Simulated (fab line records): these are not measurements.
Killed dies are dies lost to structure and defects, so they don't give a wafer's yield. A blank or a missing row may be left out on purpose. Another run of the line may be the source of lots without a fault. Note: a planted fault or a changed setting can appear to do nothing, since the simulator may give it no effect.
fab line records -- flow n5-finfet
record: lots: 12, wafers: 31, last-day: 18
route steps=1938 shown BEOL_M14@1749 PASSIVATION@1936
lots that met no fault: from a run of the same line without faults
start-h: start of the lot's first displayed wafer, in hours after the record's first day -- wait-h: time in hours since the lot's previous step -- " as in the row above -- L1.1+2: a single row standing in for several wafers -- - no value present, or no start provided -- * or withheld: withheld -- < > ~ a bound
route shown NAME@n: names a module that has steps shown in the file, with the first one's number in the route -- usual: mean/standard deviation of fault-free wafers -- same: alike in all rows -- chamber/n: place in a boat -- sites: each site's reading -- _std_site: standard deviation of those values -- _edge_site: mean of outer sites minus mean of inner sites -- radius-mm: how far each site lies from the wafer's centre -- mask NAME#n: copy n -- behind: tool/chamber where the wafer was last shaped -- hold: why the lot was held/for how many hours/how that ended -- device: the transistor (n, p or np) that didn't switch -- end of line: tests run on the same wafers once the route is complete -- for a step that has no rows: nothing shown but its recipe -- killed: dies that structure and defects cost at the first sort, which is not the same as the wafer's yield -- map: dies across one wafer; x = killed, . = not, _ = none there
set.NAME: the setting that was run; set.NAME@STEP: the one run at that earlier step -- model.NAME: the simulator's own value behind a step, which no gauge read
a sample of lots followed through the steps of the route, with each step as a table and each wafer as a row
services: when a tool's chamber went out of use (start-h, in hours from the record's first day, below 0 if earlier), for how many hours, and the reason
== steps ==
step: N5_BEOL_M14_DESCUM_33
recipe: chemistry: O2, time-s: 7.9, source-power-w: 50, bias-power-w: 20, pressure-mtorr: 20, rf-frequency-hz: 2.712e+07, temp-c: 40, o2-flow-sccm: 225
usual: drypump-motor-current-A: 5.8/0.46, oes-product-au: 0.80/0.075, rf-vpp-V: 243.6/1.3, showerhead-plenum-p-Torr: 2.13/0.069, temp-c: 40.00/0.11, throttle-valve-pct: 20.4/0.41
lot.wafer,tool,chamber,start-h,wait-h,drypump-motor-current-A,oes-product-au,rf-hours-counter-h,rf-vpp-V,showerhead-plenum-p-Torr,temp-c,throttle-valve-pct
L269.2,rie-diel-05,0,264.57,0.0,6.2,0.84,64,245.9,2.22,40.13,20.1
L269.5,rie-diel-05,0,264.57,0.0,6.2,0.84,-,244.8,2.22,39.95,20.1
L270.1,rie-diel-06,2,268.33,0.1,5.9,0.90,30,241.8,2.03,39.75,20.0
L270.6,rie-diel-06,3,268.33,0.1,5.0,0.73,-,243.7,2.14,39.93,20.3
L274.1,rie-diel-06,1,276.29,0.1,6.5,0.82,83,246.0,2.19,39.90,20.3
L274.3,rie-diel-06,3,276.29,0.1,5.0,0.73,208,245.5,2.14,39.88,20.3
L272.1,rie-diel-05,3,277.94,0.0,5.8,0.70,244,243.5,2.15,39.86,20.1
L272.6,rie-diel-05,2,277.94,0.0,5.4,0.79,-,241.7,2.01,40.01,20.1
L273.1,rie-diel-06,1,281.61,0.0,6.5,0.81,85,245.0,2.19,40.06,20.2
L273.6,rie-diel-06,3,281.61,0.0,5.1,0.73,-,244.5,2.14,39.98,20.3
L275.3,rie-diel-05,1,296.41,0.2,5.8,0.72,191,245.0,2.19,40.12,21.1
L275.4,rie-diel-05,0,296.41,0.2,6.2,0.81,76,244.8,2.21,40.10,20.2
L275.5,rie-diel-05,2,296.41,0.2,5.5,0.78,-,242.1,2.01,39.96,20.1
L276.1,rie-diel-05,0,297.81,0.5,6.2,0.81,77,245.5,2.21,40.07,20.2
L276.5,rie-diel-05,1,297.81,0.5,5.8,0.71,-,243.6,2.19,40.13,21.1
L276.6,rie-diel-05,0,297.81,0.5,6.2,0.82,-,245.1,2.21,39.94,20.2
L278.2,rie-diel-04,2,311.73,0.3,6.3,0.76,136,244.0,2.21,39.96,20.6
L278.3,rie-diel-04,0,311.73,0.3,5.0,0.81,93,242.7,2.06,40.23,21.0
L278.4,rie-diel-04,3,311.73,0.3,6.3,0.78,124,242.3,2.12,39.97,20.3
L283.1,rie-diel-04,2,328.16,0.0,6.3,0.76,143,244.0,2.20,39.86,20.6
L283.2,rie-diel-04,0,328.16,0.0,5.0,0.81,98,242.4,2.06,40.20,21.0
L283.5,rie-diel-04,2,328.16,0.0,6.3,0.76,-,245.3,2.20,39.96,20.6
L279.1,rie-diel-05,1,329.75,0.1,5.8,0.70,206,244.0,2.19,39.95,21.2
L279.2,rie-diel-05,3,329.75,0.1,5.8,0.94,7,243.7,2.14,39.99,19.9
L279.3,rie-diel-05,0,329.75,0.1,6.2,0.80,92,244.1,2.21,39.98,20.2
L288.3,rie-diel-06,3,376.84,0.1,5.0,0.70,248,244.4,2.13,39.98,20.4
L288.4,rie-diel-06,0,376.84,0.1,6.3,0.96,2,245.8,2.15,40.04,20.4
L288.5,rie-diel-06,3,376.84,0.1,5.0,0.69,-,241.9,2.13,39.90,20.4
L292.1,rie-diel-05,3,403.83,0.3,5.8,0.88,32,242.4,2.13,39.95,19.9
L292.3,rie-diel-05,2,403.83,0.3,5.4,0.76,158,242.2,1.99,39.92,20.1
L292.5,rie-diel-05,1,403.83,0.3,5.8,0.69,-,242.6,2.18,40.02,21.2
step: N5_BEOL_M14_SPUTTER_43
recipe: material: TaN, target-thk-a: 150, temp-c: 50, bias-v: 168.6, power-w: 15000, chamber-pressure-pa: 0.12, time-s: 24.19
usual: throttle-valve-pct: 29.6/1
lot.wafer,tool,chamber,start-h,wait-h,throttle-valve-pct
L269.2,pvd-sputter-02,-,266.82,0.0,29.7
L269.5,pvd-sputter-02,-,266.82,0.0,29.3
L270.1,pvd-sputter-02,-,270.04,0.0,29.0
L270.6,pvd-sputter-02,-,270.04,0.0,29.5
L274.1,pvd-sputter-01,-,279.02,0.0,27.6
L274.3,pvd-sputter-01,-,279.02,0.0,30.7
L272.1,pvd-sputter-03,-,279.10,0.0,29.9
L272.6,pvd-sputter-03,-,279.10,0.0,28.9
L273.1,pvd-sputter-03,-,282.94,0.0,29.7
L273.6,pvd-sputter-03,-,282.94,0.0,28.5
L275.3,pvd-sputter-01,-,297.69,0.0,30.7
L275.4,pvd-sputter-01,-,297.69,0.0,29.2
L275.5,pvd-sputter-01,-,297.69,0.0,27.4
L276.1,pvd-sputter-03,-,299.84,0.0,30.0
L276.5,pvd-sputter-03,-,299.84,0.0,29.8
L276.6,pvd-sputter-03,-,299.84,0.0,29.6
L278.2,pvd-sputter-02,-,315.60,0.0,30.2
L278.3,pvd-sputter-02,-,315.60,0.0,28.8
L278.4,pvd-sputter-02,-,315.60,0.0,28.5
L283.1,pvd-sputter-01,-,329.39,0.0,31.0
L283.2,pvd-sputter-01,-,329.39,0.0,27.6
L283.5,pvd-sputter-01,-,329.39,0.0,31.0
L279.1,pvd-sputter-01,-,335.47,0.0,30.8
L279.2,pvd-sputter-01,-,335.47,0.0,31.1
L279.3,pvd-sputter-01,-,335.47,0.0,29.3
L288.3,pvd-sputter-01,-,384.35,0.0,29.2
L288.4,pvd-sputter-01,-,384.35,0.0,27.8
L288.5,pvd-sputter-01,-,384.35,0.0,29.5
L292.1,pvd-sputter-02,-,405.26,0.0,28.8
L292.3,pvd-sputter-02,-,405.26,0.0,29.2
L292.5,pvd-sputter-02,-,405.26,0.0,28.6
step: N5_BEOL_M14_ECD_47
recipe: material: Cu, target-thk-a: 12480
lot.wafer,tool,chamber,start-h,wait-h
L269.2+5,ecd-cu-01,0,267.09,0.1
L270.1+6,ecd-cu-01,1,270.31,0.1
L274.1+3,ecd-cu-02,1,279.50,0.3
L272.1+6,ecd-cu-02,1,279.67,0.4
L273.1+6,ecd-cu-02,"1,0",283.22,0.1
L275.3+4+5,ecd-cu-02,"0,1,0",298.03,0.1
L276.1+5+6,ecd-cu-01,"0,1,0",300.12,0.1
L278.2+3+4,ecd-cu-02,"1,0,1",315.87,0.1
L283.1+2+5,ecd-cu-01,"1,0,0",329.67,0.1
L279.1+2+3,ecd-cu-02,"0,1,0",335.75,0.1
L288.3+4+5,ecd-cu-02,"0,1,0",384.70,0.1
L292.1+3+5,ecd-cu-01,"0,1,0",405.54,0.1
step: N5_BEOL_M14_CMP_49
recipe: stop-on: SiO2, t-overpolish-s: 5.2, down-force-psi: 2, platen-rpm: 80, clearing-platen-down-force-psi: 2, clearing-platen-rpm: 80, post-cmp-clean: cu-alkaline, target-thk-nm: 560, clearing-platen-pad-velocity-m-s: 1.5917, pad-velocity-m-s: 1.5917
usual: motor-current-A: 8.1/0.75, pad-life-wafers: 867/560, time-to-endpoint-s: 120/5.7
lot.wafer,tool,chamber,start-h,wait-h,motor-current-A,pad-life-wafers,time-to-endpoint-s
L269.2,cmp-01,0,268.16,0.5,8.2,153,119
L269.5,cmp-01,2,268.16,0.5,7.9,-,113
L270.1,cmp-02,2,271.11,0.3,7.5,114,129
L270.6,cmp-02,2,271.11,0.3,7.9,-,125
L274.1,cmp-01,0,279.99,0.3,8.9,210,117
L274.3,cmp-01,3,279.99,0.3,7.0,213,117
L272.1,cmp-02,1,280.15,0.3,8.5,186,115
L272.6,cmp-02,2,280.15,0.3,7.9,-,129
L273.1,cmp-03,0,283.97,0.3,7.5,1134,115
L273.6,cmp-03,1,283.97,0.3,9.9,-,121
L275.3,cmp-02,3,298.47,0.2,7.4,354,129
L275.4,cmp-02,2,298.47,0.2,7.8,357,136
L275.5,cmp-02,0,298.47,0.2,8.8,-,121
L276.1,cmp-02,1,300.61,0.3,8.2,384,117
L276.5,cmp-02,1,300.61,0.3,8.0,-,117
L276.6,cmp-02,2,300.61,0.3,7.9,-,132
L278.4,cmp-03,2,317.22,0.2,7.6,1369,120
L278.3,cmp-03,3,317.22,0.2,7.8,1370,119
L278.2,cmp-03,0,317.22,0.2,7.6,1371,124
L283.2,cmp-01,1,330.16,0.2,7.2,594,127
L283.1,cmp-01,0,330.16,0.2,8.2,597,123
L283.5,cmp-01,1,330.16,0.2,7.2,-,69
L279.1,cmp-03,2,336.27,0.3,8.0,1531,116
L279.3,cmp-03,3,336.27,0.3,7.8,1532,116
L279.2,cmp-03,0,336.27,0.3,7.4,1533,115
L288.3,cmp-01,2,385.13,0.2,8.1,1008,118
L288.4,cmp-01,0,385.13,0.2,8.2,1010,120
L288.5,cmp-01,3,385.13,0.2,7.0,-,119
L292.3,cmp-03,2,406.46,0.2,8.3,2124,123
L292.1,cmp-03,1,406.46,0.2,9.8,2127,120
L292.5,cmp-03,3,406.46,0.2,7.6,-,122
step: N5_BEOL_M14_INSPECT_55
recipe: inspect-instrument: darkfield, mode: post-dep
usual: raw-defect-count: 66/22
lot.wafer,tool,chamber,start-h,wait-h,raw-defect-count
L269.2,defect-inspect-01,-,268.49,0.0,42
L269.5,defect-inspect-01,-,268.49,0.0,38
L270.1,defect-inspect-01,-,271.56,0.0,72
L270.6,defect-inspect-01,-,271.56,0.0,68
L274.1,defect-inspect-02,-,280.44,0.0,69
L274.3,defect-inspect-02,-,280.44,0.0,60
L272.1,defect-inspect-02,-,280.60,0.0,45
L272.6,defect-inspect-02,-,280.60,0.0,79
L273.1,defect-inspect-02,-,284.45,0.0,42
L273.6,defect-inspect-02,-,284.45,0.0,40
L275.3,defect-inspect-01,-,298.95,0.0,51
L275.4,defect-inspect-01,-,298.95,0.0,54
L275.5,defect-inspect-01,-,298.95,0.0,84
L276.1,defect-inspect-02,-,301.05,0.0,63
L276.5,defect-inspect-02,-,301.05,0.0,55
L276.6,defect-inspect-02,-,301.05,0.0,104
L278.2,defect-inspect-02,-,317.63,0.0,44
L278.3,defect-inspect-02,-,317.63,0.0,54
L278.4,defect-inspect-02,-,317.63,0.0,52
L283.1,defect-inspect-01,-,330.61,0.0,76
L283.2,defect-inspect-01,-,330.61,0.0,55
L283.5,defect-inspect-01,-,330.61,0.0,45
L279.1,defect-inspect-01,-,336.69,0.0,63
L279.2,defect-inspect-01,-,336.69,0.0,83
L279.3,defect-inspect-01,-,336.69,0.0,63
L288.3,defect-inspect-02,-,385.58,0.0,43
L288.4,defect-inspect-02,-,385.58,0.0,57
L288.5,defect-inspect-02,-,385.58,0.0,47
L292.1,defect-inspect-01,-,406.91,0.0,56
L292.3,defect-inspect-01,-,406.91,0.0,40
L292.5,defect-inspect-01,-,406.91,0.0,46
step: N5_PASSIVATION_PROBE_49
usual: defect-limited-yield: 91.3/1.4, killed_at_M0_to_M3: 33/9.9, killed_at_M4_up: 15/5.6, killed-at-contacts: 13/5.7, killed-at-front-end: 38/12, killed-at-other: 4/3.1, killed-dies: 103/17, killed-open: 66/13, killed-short: 32/7.8, sort_bin_4_leakage: 0.02/0.16, sort_bin_5_function: 5.1/0.95, sort_bin_6_memory: 3.2/0.68, sort-n-pass: 1077/17, sort-yield-pct: 91.3/1.5
same: gross-dies: 1180, killed-at-back-side: 0, sort_bin_8_speed[%]: 0
lot.wafer,tool,chamber,start-h,wait-h,defect-limited-yield[%],killed_at_M0_to_M3,killed_at_M4_up,killed-at-contacts,killed-at-front-end,killed-at-other,killed-dies,killed-open,killed-short,sort_bin_4_leakage[%],sort_bin_5_function[%],sort_bin_6_memory[%],sort-n-pass,sort-yield-pct[%]
L269.2,prober-02,-,288.28,0.1,91.0,22,18,19,44,3,106,78,28,0,5.5,3.4,1074,91.0
L269.5,prober-02,-,288.43,0.2,92.7,25,13,10,38,0,86,54,23,0,4.6,1.9,1094,92.7
L273.1,prober-01,-,305.33,0.0,88.1,41,14,20,56,9,140,93,45,0,6.9,4.2,1040,88.1
L273.6,prober-01,-,305.58,0.3,89.5,22,8,17,75,2,124,96,27,0,7.2,3.1,1056,89.5
L276.1,prober-01,-,324.85,0.0,91.3,25,13,12,51,2,103,77,25,0,4.8,3.6,1077,91.3
L276.5,prober-01,-,325.05,0.2,92.4,25,25,7,31,2,90,60,28,0,4.5,3.0,1090,92.4
L276.6,prober-01,-,325.10,0.3,92.7,26,24,6,26,4,86,55,30,0,4.3,2.8,1094,92.7
L278.2,prober-01,-,340.37,0.1,92.8,37,11,10,27,0,85,59,26,0,4.4,2.8,1095,92.8
L278.3,prober-01,-,340.42,0.1,90.4,47,16,12,32,6,113,61,48,0,5.0,3.9,1067,90.4
L278.4,prober-01,-,340.47,0.2,90.1,46,17,14,40,0,117,68,41,0,5.8,3.7,1063,90.1
L279.1,prober-02,-,354.93,0.0,90.3,38,10,16,47,4,115,86,29,0,6.0,3.6,1065,90.3
L279.2,prober-02,-,354.98,0.1,92.3,28,10,20,30,3,91,61,23,0,4.6,2.8,1089,92.3
L279.3,prober-02,-,355.03,0.1,91.6,29,10,9,51,0,99,71,27,0,5.3,2.8,1081,91.6
killed by level:class
L269.2 FIN_SAQP:geometric-particle:open=15 MOL_CONTACT_COAG:geometric-particle:open=14 BEOL_M4:geometric-particle:open=10 FIN_SAQP:geometric-particle:short=8 BEOL_M0_SAQP:geometric-particle:open=8 BEOL_M5:geometric-particle:open=6 STI_FIN_REVEAL:geometric-particle:open=5 GATE_CUT:geometric-particle:short=5
L269.5 BEOL_M0_SAQP:geometric-particle:open=8 STI_FIN_REVEAL:geometric-particle:open=8 MOL_CONTACT_COAG:geometric-particle:open=8 HKMG_FIN:area-etch=7 FIN_SAQP:geometric-particle:open=5 ILD0:geometric-particle:short=4 BEOL_M0_SAQP:geometric-particle:short=4 BEOL_M0:geometric-particle:open=4
L273.1 MOL_CONTACT_COAG:geometric-particle:open=18 FIN_SAQP:geometric-particle:open=14 BEOL_M3:geometric-particle:open=13 STI_FIN_REVEAL:geometric-particle:open=11 FIN_SAQP:geometric-particle:short=10 BEOL_M1:geometric-particle:open=9 BEOL_M2:geometric-particle:open=6 BEOL_M0_SAQP:geometric-particle:short=6
L273.6 STI_FIN_REVEAL:geometric-particle:open=32 MOL_CONTACT_COAG:geometric-particle:open=15 FIN_SAQP:geometric-particle:open=11 BEOL_M0_SAQP:geometric-particle:open=10 BEOL_M3:geometric-particle:open=7 DUMMY_GATE:geometric-particle:short=5 GATE_CUT:geometric-particle:short=5 FIN_SAQP:geometric-particle:short=4
L276.1 FIN_SAQP:geometric-particle:open=26 BEOL_M3:geometric-particle:open=10 MOL_CONTACT_COAG:geometric-particle:open=8 BEOL_M5:geometric-particle:open=7 FIN_SAQP:geometric-particle:short=6 BEOL_M2:geometric-particle:open=5 MOL_CONTACT_COAG:geometric-particle:short=4 GATE_CUT:geometric-particle:short=3
L276.5 BEOL_M4:geometric-particle:open=11 FIN_SAQP:geometric-particle:open=9 FIN_SAQP:geometric-particle:short=9 BEOL_M2:geometric-particle:open=6 MOL_CONTACT_COAG:geometric-particle:open=5 BEOL_M0_SAQP:geometric-particle:short=5 BEOL_M3:geometric-particle:open=5 STARTING-WAFER:geometric-particle:open=5
L276.6 BEOL_M4:geometric-particle:open=15 GATE_CUT:geometric-particle:open=5 BEOL_M0_SAQP:geometric-particle:short=5 FIN_SAQP:geometric-particle:short=4 GATE_CUT:geometric-particle:short=4 MOL_CONTACT_COAG:geometric-particle:open=4 BEOL_M0_SAQP:geometric-particle:open=4 BEOL_M0:geometric-particle:short=4
L278.2 MOL_CONTACT_COAG:geometric-particle:open=9 BEOL_M2:geometric-particle:open=8 BEOL_M0:geometric-particle:open=7 BEOL_M4:geometric-particle:open=7 STI_FIN_REVEAL:geometric-particle:open=6 FIN_SAQP:geometric-particle:short=5 BEOL_M0:geometric-particle:short=5 BEOL_M2:geometric-particle:short=4
L278.3 BEOL_M3:geometric-particle:open=10 FIN_SAQP:geometric-particle:short=9 MOL_CONTACT_COAG:geometric-particle:open=8 BEOL_M2:geometric-particle:open=8 BEOL_M0_SAQP:geometric-particle:short=7 BEOL_M2:geometric-particle:short=7 STI_FIN_REVEAL:geometric-particle:open=6 DUMMY_GATE:geometric-particle:open=5
L278.4 FIN_SAQP:geometric-particle:short=19 BEOL_M0_SAQP:geometric-particle:open=11 BEOL_M4:geometric-particle:open=10 BEOL_M0_SAQP:geometric-particle:short=9 FIN_SAQP:geometric-particle:open=8 MOL_CONTACT_COAG:geometric-particle:open=8 BEOL_M2:geometric-particle:open=6 BEOL_M3:geometric-particle:open=6
L279.1 STI_FIN_REVEAL:geometric-particle:open=27 MOL_CONTACT_COAG:geometric-particle:open=14 BEOL_M0_SAQP:geometric-particle:short=14 BEOL_M0_SAQP:geometric-particle:open=13 FIN_SAQP:geometric-particle:open=5 STI_FIN_REVEAL:geometric-particle:short=5 BEOL_M1:geometric-particle:open=4 BEOL_M2:geometric-particle:open=4
L279.2 MOL_CONTACT_COAG:geometric-particle:open=15 BEOL_M2:geometric-particle:open=8 FIN_SAQP:geometric-particle:open=7 BEOL_M3:geometric-particle:open=7 STI_FIN_REVEAL:geometric-particle:open=5 MOL_CONTACT_COAG:geometric-particle:short=5 BEOL_M0_SAQP:geometric-particle:open=5 BEOL_M0_SAQP:geometric-particle:short=4
L279.3 STI_FIN_REVEAL:geometric-particle:open=19 FIN_SAQP:geometric-particle:open=8 MOL_CONTACT_COAG:geometric-particle:open=7 BEOL_M0_SAQP:geometric-particle:open=7 BEOL_M1:geometric-particle:open=6 BEOL_M2:geometric-particle:open=6 FIN_SAQP:geometric-particle:short=5 DUMMY_GATE:geometric-particle:open=5
== services ==
tool,chamber,start-h,hours,kind
cmp-01,-,248.78,5.1,pm
cmp-02,-,250.96,0.5,repair
cmp-01,-,253.92,8.5,pm
cmp-02,-,257.76,4.0,pm
rie-diel-06,0,268.22,15.3,repair
ecd-cu-01,-,275.98,0.8,repair
ecd-cu-01,-,278.70,2.6,repair
ecd-cu-02,-,285.38,2.5,repair
ecd-cu-01,-,287.06,1.2,repair
rie-diel-06,2,293.88,4.3,repair
cmp-03,-,296.81,5.0,repair
rie-diel-05,2,297.03,9.6,repair
cmp-03,-,304.61,1.0,repair
cmp-01,-,308.38,0.3,repair
cmp-01,-,313.28,1.9,repair
cmp-02,-,324.79,3.9,repair
cmp-02,-,334.69,4.5,repair
cmp-01,-,351.30,0.3,repair
cmp-01,-,352.73,2.3,repair
rie-diel-05,3,369.28,14.3,repair
pvd-sputter-02,-,379.03,2.5,repair
cmp-03,-,383.67,2.2,repair
pvd-sputter-01,-,395.83,3.8,repair
ecd-cu-02,-,404.11,0.7,repair
== key ==
first-sign: step: N5_BEOL_M14_CMP_49, reading: time-to-endpoint-s, direction: down, sigmas: 9, usual: *, struck: *
effect none on later readings
met-at N5_BEOL_M14_ECD_47
struck-lots L283
struck-wafers L283.5
not-acting-at N5_BEOL_M14_DESCUM_33,N5_BEOL_M14_SPUTTER_43,N5_BEOL_M14_INSPECT_55
onset-between 300.12 329.67
fault: kind: process-parameter-drift, tool: ecd-cu-01, chamber: -, onset-h: 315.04, steps: N5_BEOL_M14_ECD_47, channel: target-thk-a, offset: *, shape: step, end-h: 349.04, scope: struck-wafers-only, acts-in: *, stated: *
